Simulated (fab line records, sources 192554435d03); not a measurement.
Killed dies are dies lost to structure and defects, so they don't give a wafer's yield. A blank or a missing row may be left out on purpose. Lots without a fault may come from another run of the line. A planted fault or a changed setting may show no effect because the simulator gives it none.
One fault seen from 2 desks | flow n5_finfet | each desk has only its own numbers; what lay behind them comes last

THE METROLOGY DESK
What the gauges read, lot by lot, whatever tool the lot ran on: means of the sampled wafers that have a number. A lot is out of limits, marked OUT, if its mean lies more than 4 standard deviations from the usual mean; the brackets give that distance.
Columns: A = cd_nm at N5_BEOL_M13_CD_MEAS_17, usual 190.2 nm
lot  | first seen here | A
L294 | day 10 13:26    | 191.9
L295 | day 11 07:43    | 190.9
L299 | day 12 02:58    | 192.0
L300 | day 12 06:44    | 192.3
L301 | day 12 07:47    | 190.4
L302 | day 12 19:26    | 188.7
L310 | day 15 06:26    | 189.4
L312 | day 15 19:33    | 190.7
L313 | day 15 20:19    | 189.8
L311 | day 15 21:56    | 191.0
L316 | day 17 09:13    | 191.4
This desk's finding: nothing out of limits on any of the 11 lots.

THE TOOL OWNER'S DESK: litho_track-03
The tool's own readings at N5_BEOL_M13_COAT_22 (resist thk 300 nm): means of the sampled wafers that have a number, for each lot that ran on this tool. A lot is out of limits, marked OUT, if its mean lies more than 4 standard deviations from the usual mean; the brackets give that distance.
Columns: A = exhaust_pa at N5_BEOL_M13_COAT_22, usual 45.0 Pa; B = resist_line_temp_C at N5_BEOL_M13_COAT_22, usual 23.00 C; C = spin_speed_rpm at N5_BEOL_M13_COAT_22, usual 2887.8 rpm
lot  | first seen here | A    | B     | C
L294 | day 10 13:29    | 45.3 | 22.93 | 2886.0
L299 | day 12 03:01    | 45.3 | 22.91 | 2891.2
L300 | day 12 06:47    | 45.6 | 23.03 | 2888.3
L301 | day 12 07:49    | 45.5 | 22.94 | 3365.3 (+99 or more) OUT
L302 | day 12 19:29    | 44.7 | 23.20 | 3367.1 (+99 or more) OUT
L310 | day 15 06:28    | 45.5 | 23.00 | 2888.5
L312 | day 15 19:36    | 44.0 | 22.93 | 2889.8
L313 | day 15 20:22    | 44.8 | 23.01 | 2886.0
L311 | day 15 21:58    | 46.1 | 22.93 | 2885.9
This desk's finding: out of limits on L301, L302; first on L301, day 12 07:49 (spin_speed_rpm at N5_BEOL_M13_COAT_22). In limits: L294, L299, L300, L310, L312, L313, L311.

PUT TOGETHER
The tool owner's desk could have raised an alarm at day 12 07:49, on L301, L302.
The metrology desk saw nothing out of limits.
The metrology desk has L301, L302 on record, within its limits.
Of the lots named, all ran N5_BEOL_M13_COAT_22 on litho_track-03.

WHAT THE SIMULATOR HAD PUT IN
Process parameter drift: litho_track-03, from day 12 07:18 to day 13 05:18, at N5_BEOL_M13_COAT_22. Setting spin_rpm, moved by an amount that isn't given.
Lots struck among those shown: L301, L302.
Hours from the fault's start to each desk's first reading out of limits: the tool owner's desk, 1.
